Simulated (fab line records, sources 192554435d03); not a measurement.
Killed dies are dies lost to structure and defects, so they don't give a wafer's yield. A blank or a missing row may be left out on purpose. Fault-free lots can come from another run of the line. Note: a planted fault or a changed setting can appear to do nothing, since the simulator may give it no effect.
Which tool is to blame? + flow n5Finfet + Sampling: 11 lots, 30 wafers, 6 of 1938 route steps

WHAT THE GAUGES READ, wafer by wafer
N5_BEOL_M4_RC_MEAS_101. Usual: DIBL_N 35.8 mV/V, standard deviation 2.2; DIBL_P 35.3 mV/V, standard deviation 2.7; IOFF_N 0.16 nA/um, standard deviation 0.043; IOFF_P 0.21 nA/um, standard deviation 0.043; ION_N 676 uA/um, standard deviation 15; ION_P 463 uA/um, standard deviation 9.1; SS_N 71.4 mV/dec, standard deviation 0.77; SS_P 73.0 mV/dec, standard deviation 0.79; VT_N 250 mV, standard deviation 4; VT_P -249.8 mV, standard deviation 2.8.
| lot  | measured     | on        | DIBL_N (mV/V)  | DIBL_P (mV/V)  | IOFF_N (nA/um) | IOFF_P (nA/um) | ION_N (uA/um) | ION_P (uA/um) | SS_N (mV/dec)  | SS_P (mV/dec)  | VT_N (mV)   | VT_P (mV)            | flag |
|------|--------------|-----------|----------------|----------------|----------------|----------------|---------------|---------------|----------------|----------------|-------------|----------------------|------|
| L590 | day 8 17:34  | prober-01 | 33.6 35.9 35.9 | 32.6 34.8 34.9 | 0.11 0.14 0.14 | 0.16 0.20 0.20 | 674 674 691   | 460 461 472   | 70.4 71.5 71.7 | 72.6 72.8 73.2 | 254 252 251 | -251.9 -248.7 -249.1 |      |
| L593 | day 9 05:28  | prober-02 | 35.9 38.0      | 35.7 37.9      | 0.13 0.19      | 0.19 0.22      | 645 697       | 447 470       | 71.4 71.5      | 73.9 74.1      | 255 246     | -252.4 -249.1        |      |
| L592 | day 9 05:35  | prober-01 | 36.5 37.2 39.8 | 36.3 36.8 37.5 | 0.16 0.18 0.22 | 0.23 0.22 0.24 | 654 691 664   | 450 467 453   | 71.3 72.1 73.1 | 73.1 72.9 73.7 | 250 247 248 | -249.0 -250.4 -246.8 |      |
| L595 | day 9 20:19  | prober-01 | 35.9 36.5      | 37.5 38.6      | 0.16 0.16      | 0.20 0.23      | 672 661       | 460 454       | 71.6 71.9      | 73.0 73.5      | 249 250     | -250.0 -248.3        |      |
| L594 | day 10 00:14 | prober-02 | 37.4 38.7      | 36.2 38.2      | 0.17 0.19      | 0.24 0.28      | 681 695       | 474 475       | 71.5 72.6      | 73.3 73.8      | 251 247     | -248.1 -247.4        |      |
| L598 | day 10 12:14 | prober-02 | 35.8 37.3 34.9 | 33.7 35.3 34.2 | 0.16 0.17 0.14 | 0.19 0.20 0.19 | 682 685 674   | 468 466 469   | 70.4 71.9 71.3 | 72.5 74.0 73.3 | 247 248 250 | -248.5 -251.6 -251.7 |      |
| L599 | day 11 06:15 | prober-02 | 31.4 34.2 33.4 | 29.7 33.4 31.2 | 0.10 0.13 0.13 | 0.14 0.19 0.15 | 662 685 679   | 460 473 461   | 70.6 70.9 70.2 | 71.3 72.5 72.0 | 255 249 252 | -255.3 -249.2 -253.8 |      |
| L607 | day 13 05:27 | prober-02 | 34.2 33.0 39.0 | 33.5 34.1 40.5 | 0.12 0.13 0.24 | 0.18 0.19 0.30 | 666 670 702   | 460 469 486   | 70.2 70.6 71.8 | 72.3 72.6 74.1 | 255 249 244 | -250.9 -249.6 -244.9 |      |
| L609 | day 13 21:52 | prober-01 | 34.8 34.6 37.2 | 32.2 30.8 34.4 | 0.11 0.10 0.14 | 0.18 0.16 0.21 | 671 649 669   | 458 457 468   | 71.5 71.3 71.7 | 72.6 72.3 73.1 | 254 258 252 | -251.6 -251.8 -248.4 |      |
| L611 | day 14 02:41 | prober-01 | 35.3 35.0 35.3 | 33.6 31.5 33.0 | 0.14 0.12 0.14 | 0.21 0.16 0.18 | 667 660 682   | 466 459 466   | 71.1 71.0 71.3 | 72.9 72.0 72.1 | 249 254 251 | -250.5 -252.2 -250.8 |      |
| L612 | day 14 04:58 | prober-02 | 32.9 33.3 36.5 | 32.4 34.0 36.4 | 0.11 0.13 0.17 | 0.15 0.18 0.21 | 637 674 658   | 436 458 450   | 70.9 71.1 72.3 | 71.5 72.9 73.1 | 255 248 249 | -254.5 -248.6 -250.6 |      |

N5_BEOL_M9_CD_MEAS_35: target cd 70 nm, target cd y 40 nm. Usual: cdNm 69.9 nm, standard deviation 0.83.
| lot  | measured     | on       | cdNm (nm)      | flag |
|------|--------------|----------|----------------|------|
| L590 | day 10 11:12 | cdSem-01 | 70.2 70.5 70.5 |      |
| L593 | day 11 00:11 | cdSem-01 | 69.9 70.4      |      |
| L592 | day 10 23:40 | cdSem-02 | 71.3 71.0 69.1 |      |
| L595 | day 11 21:19 | cdSem-03 | 69.4 70.0      |      |
| L594 | day 11 21:46 | cdSem-03 | 70.3 69.4      |      |
| L598 | day 12 12:26 | cdSem-03 | 69.7 69.7 68.9 |      |
| L599 | day 12 22:38 | cdSem-03 | 68.8 69.8 70.2 |      |
| L607 | day 15 05:44 | cdSem-01 | 70.8 70.2 71.4 |      |
| L609 | day 16 01:23 | cdSem-02 | 69.2 70.1 70.0 |      |
| L611 | day 16 14:20 | cdSem-02 | 71.4 70.5 70.7 |      |
| L612 | day 16 08:37 | cdSem-03 | 70.3 71.7 68.6 |      |

N5_BEOL_M9_INSPECT_58: inspects for defects (darkfield). Usual: rawDefectCount 71, standard deviation 22.
| lot  | measured     | on               | rawDefectCount | flag |
|------|--------------|------------------|----------------|------|
| L590 | day 10 13:20 | defectInspect-01 | 82 62 28       |      |
| L593 | day 11 03:57 | defectInspect-01 | 54 93          |      |
| L592 | day 11 02:19 | defectInspect-02 | 76 69 65       |      |
| L595 | day 11 23:52 | defectInspect-01 | 33 76          |      |
| L594 | day 12 00:35 | defectInspect-01 | 105 87         |      |
| L598 | day 12 16:03 | defectInspect-01 | 55 86 57       |      |
| L599 | day 13 02:35 | defectInspect-01 | 68 56 52       |      |
| L607 | day 15 10:54 | defectInspect-01 | 31 45 48       |      |
| L609 | day 16 05:10 | defectInspect-02 | 85 95 69       |      |
| L611 | day 16 19:27 | defectInspect-01 | 57 84 70       |      |
| L612 | day 16 15:42 | defectInspect-01 | 65 76 161      |      |

N5_BEOL_M10_THK_MEAS_01. Usual: for M10_ILD_THK the level is 268 nm and the standard deviation is 4.
| lot  | measured     | on           | M10_ILD_THK (nm) | flag |
|------|--------------|--------------|------------------|------|
| L590 | day 10 13:58 | filmMetro-01 | 269 274 272      |      |
| L593 | day 11 04:35 | filmMetro-02 | 269 266          |      |
| L592 | day 11 02:56 | filmMetro-01 | 260 264 270      |      |
| L595 | day 12 00:29 | filmMetro-01 | 265 264          |      |
| L594 | day 12 01:13 | filmMetro-02 | 260 265          |      |
| L598 | day 12 16:41 | filmMetro-02 | 262 265 262      |      |
| L599 | day 13 03:13 | filmMetro-02 | 263 269 486      | OFF  |
| L607 | day 15 12:01 | filmMetro-01 | 268 272 272      |      |
| L609 | day 16 05:47 | filmMetro-01 | 265 264 271      |      |
| L611 | day 16 20:35 | filmMetro-01 | 271 268 267      |      |
| L612 | day 16 16:19 | filmMetro-02 | 263 267 271      |      |

WHAT TOOL EACH LOT RAN ON (gives the tool, then ch and the chambers of the sampled wafers, and finally the start)
| lot  | N5_BEOL_M9_PRE_CLEAN_45     | N5_BEOL_M10_ILD_DEP_00          |
|------|-----------------------------|---------------------------------|
| L590 | pvdSputter-02, day 10 11:44 | pecvd-03 ch 0,1,2, day 10 13:22 |
| L593 | pvdSputter-01, day 11 01:50 | pecvd-04 ch 1,2, day 11 03:59   |
| L592 | pvdSputter-02, day 11 00:04 | pecvd-04 ch 0,2, day 11 02:20   |
| L595 | pvdSputter-03, day 11 21:54 | pecvd-01 ch 0,2, day 11 23:53   |
| L594 | pvdSputter-02, day 11 22:12 | pecvd-01 ch 1,2, day 12 00:38   |
| L598 | pvdSputter-03, day 12 12:53 | pecvd-01 ch 0,2, day 12 16:05   |
| L599 | pvdSputter-03, day 12 23:05 | pecvd-01 ch 0,1,2, day 13 02:38 |
| L607 | pvdSputter-02, day 15 06:45 | pecvd-03 ch 1,2, day 15 10:56   |
| L609 | pvdSputter-03, day 16 01:53 | pecvd-03 ch 0,1, day 16 05:12   |
| L611 | pvdSputter-03, day 16 14:59 | pecvd-04 ch 0,2, day 16 19:31   |
| L612 | pvdSputter-02, day 16 09:07 | pecvd-01 ch 0,1, day 16 15:44   |
- N5_BEOL_M9_PRE_CLEAN_45: time 30 s.
- N5_BEOL_M10_ILD_DEP_00: deposits SiCOH lowk from DEMS/porogen, target thk 308.51 nm, time 58 s.

WHAT THE TOOLS THEMSELVES READ (means of the sampled wafers that have a number; where no wafer has one, the mark that the record gives instead)
N5_BEOL_M9_PRE_CLEAN_45. Usual: heaterPowerW 328 W, standard deviation 35.
| lot  | tool          | heaterPowerW (W) | flag |
|------|---------------|------------------|------|
| L590 | pvdSputter-02 | 354              |      |
| L593 | pvdSputter-01 | 330              |      |
| L592 | pvdSputter-02 | 361              |      |
| L595 | pvdSputter-03 | 263              |      |
| L594 | pvdSputter-02 | 363              |      |
| L598 | pvdSputter-03 | 303              |      |
| L599 | pvdSputter-03 | 311              |      |
| L607 | pvdSputter-02 | 364              |      |
| L609 | pvdSputter-03 | 297              |      |
| L611 | pvdSputter-03 | 296              |      |
| L612 | pvdSputter-02 | 343              |      |

N5_BEOL_M10_ILD_DEP_00. Usual: heaterPowerW 274 W, standard deviation 38; runLengthS 101.0 s, standard deviation 0.63; showerheadPlenumPTorr 5.734 Torr, standard deviation 0.015; throttleValvePct 14.0 %, standard deviation 1.
| lot  | tool     | heaterPowerW (W) | runLengthS (s) | showerheadPlenumPTorr (Torr) | throttleValvePct (%) | flag |
|------|----------|------------------|----------------|------------------------------|----------------------|------|
| L590 | pecvd-03 | 272              | 101.0          | 5.742                        | 14.2                 |      |
| L593 | pecvd-04 | 274              | 101.1          | 5.728                        | 13.3                 |      |
| L592 | pecvd-04 | 266              | 101.7          | 5.706                        | 13.5                 |      |
| L595 | pecvd-01 | 299              | 100.2          | 5.716                        | 13.6                 |      |
| L594 | pecvd-01 | 256              | 100.8          | 5.741                        | 14.5                 |      |
| L598 | pecvd-01 | 275              | 100.8          | 5.732                        | 13.6                 |      |
| L599 | pecvd-01 | 284              | 116.2          | 5.744                        | 14.2                 | OFF  |
| L607 | pecvd-03 | 273              | 101.5          | 5.747                        | 13.6                 |      |
| L609 | pecvd-03 | 321              | 101.0          | 5.739                        | 14.8                 |      |
| L611 | pecvd-04 | 295              | 101.3          | 5.722                        | 13.7                 |      |
| L612 | pecvd-01 | 299              | 100.6          | 5.735                        | 14.8                 |      |

THE ANSWER, worked out from the rows above alone
Rule: a lot counts as off when the mean over its wafers that have a number is more than 3 standard deviations away from the usual mean. Also off: a lot with no number at a reading for which 4 or more lots have one. The other lots that the step has rows for count as sound. First the gauges in route order, then the tools' own readings, where a lot's mean is used as printed above. The first step at which some lot is off is used, and at that step the reading that is off furthest; a lot without a number counts as furthest.
Off: L599, seen at N5_BEOL_M10_THK_MEAS_01 (M10_ILD_THK).
If a tool, at a process step before that reading, ran all the lots that are off and no sound lot after the first of them, it fits. Not tried: the gauges at N5_BEOL_M10_THK_MEAS_01; whatever is off there is also off at N5_BEOL_M10_ILD_DEP_00, on other tools, and gauge error can't account for it. None of those tried fits.

WHAT THE SIMULATOR HAD PUT IN
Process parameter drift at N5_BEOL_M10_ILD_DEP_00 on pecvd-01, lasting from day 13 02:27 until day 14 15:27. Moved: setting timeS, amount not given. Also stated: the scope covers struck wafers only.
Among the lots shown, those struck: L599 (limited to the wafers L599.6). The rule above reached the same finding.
